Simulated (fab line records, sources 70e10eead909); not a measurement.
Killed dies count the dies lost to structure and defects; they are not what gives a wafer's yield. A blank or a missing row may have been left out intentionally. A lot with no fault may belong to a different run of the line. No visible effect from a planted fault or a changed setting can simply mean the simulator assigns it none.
Chamber matching    flow nand_harc    NHARC_P_BONDPAD_ACTIVATE_29 on rie_diel-08: 4 sister chambers
The step chemistry N2, time 60 s. 22 wafers are shown with their chamber, then 11 later ones without.

EACH WAFER AND ITS CHAMBER
wafer   chamber  showerhead_plenum_p_Torr (Torr)  drypump_motor_current_A (A)  oes_product_au (a.u.)
L641.1  2        1.90                             5.93                         0.996
L641.5  1        1.81                             5.15                         1.010
L641.6  2        1.90                             5.90                         1.007
L642.2  0        1.75                             5.30                         0.985
L642.3  1        1.81                             5.15                         1.007
L642.6  0        1.75                             5.30                         0.990
L643.1  1        1.81                             5.14                         1.013
L643.3  2        1.90                             5.91                         1.002
L643.4  0        1.75                             5.30                         0.997
L644.1  2        1.90                             5.91                         1.009
L644.4  1        1.81                             5.17                         1.010
L644.6  3        1.83                             5.49                         1.000
L645.1  0        1.75                             5.31                         0.997
L645.4  1        1.81                             5.16                         1.008
L645.5  1        1.81                             5.15                         0.999
L649.2  2        1.89                             5.92                         0.994
L649.4  0        1.75                             5.31                         0.989
L649.6  2        1.89                             5.92                         0.988
L658.1  3        1.83                             5.50                         0.986
L658.3  0        1.75                             5.27                         0.994
L658.4  2        1.89                             5.91                         0.990
L659.2  0        1.75                             5.33                         1.002

SIGNATURES, as means of the wafers listed above
reading                   chamber 0  chamber 1  chamber 2  chamber 3  scatter within a chamber
showerhead_plenum_p_Torr  1.7500     1.8100     1.8957     1.8300     0.00309
drypump_motor_current_A   5.3029     5.1533     5.9143     5.4950     0.0131
oes_product_au            0.99343    1.00783    0.99800    0.99300    0.00674
Rule: a wafer's distance from a chamber is the root of the sum, over the readings, of the square of ((its reading less the chamber's mean) divided by the reading's scatter). The wafer belongs to the nearest chamber; if the next one is less than 2 further off, it can't be placed. The scatter is the square root of a quotient: the sum, over the shown wafers, of each reading's squared deviation from its chamber's mean, divided by wafers minus chambers.

WAFERS WHOSE CHAMBER IS MISSING
wafer   showerhead_plenum_p_Torr (Torr)  drypump_motor_current_A (A)  oes_product_au (a.u.)
L659.5  1.89                             5.92                         1.000
L659.6  1.81                             5.16                         1.009
L661.1  1.81                             5.17                         1.003
L661.5  1.83                             5.48                         1.004
L661.6  1.75                             5.30                         1.003
L662.1  1.89                             5.89                         0.993
L662.2  1.75                             5.33                         1.002
L662.6  1.75                             5.32                         0.994
L663.2  1.83                             5.49                         0.994
L663.5  1.83                             5.50                         1.000
L663.6  1.75                             5.30                         0.998

THE CHAMBER EACH PASSED THROUGH
wafer   from the rows above  in truth
L659.5  2                    2
L659.6  1                    1
L661.1  1                    1
L661.5  3                    3
L661.6  0                    0
L662.1  2                    2
L662.2  0                    0
L662.6  0                    0
L663.2  3                    3
L663.5  3                    3
L663.6  0                    0
Correctly placed: 11 of 11. Left unplaced by these rows: 0. Wrongly placed: 0.
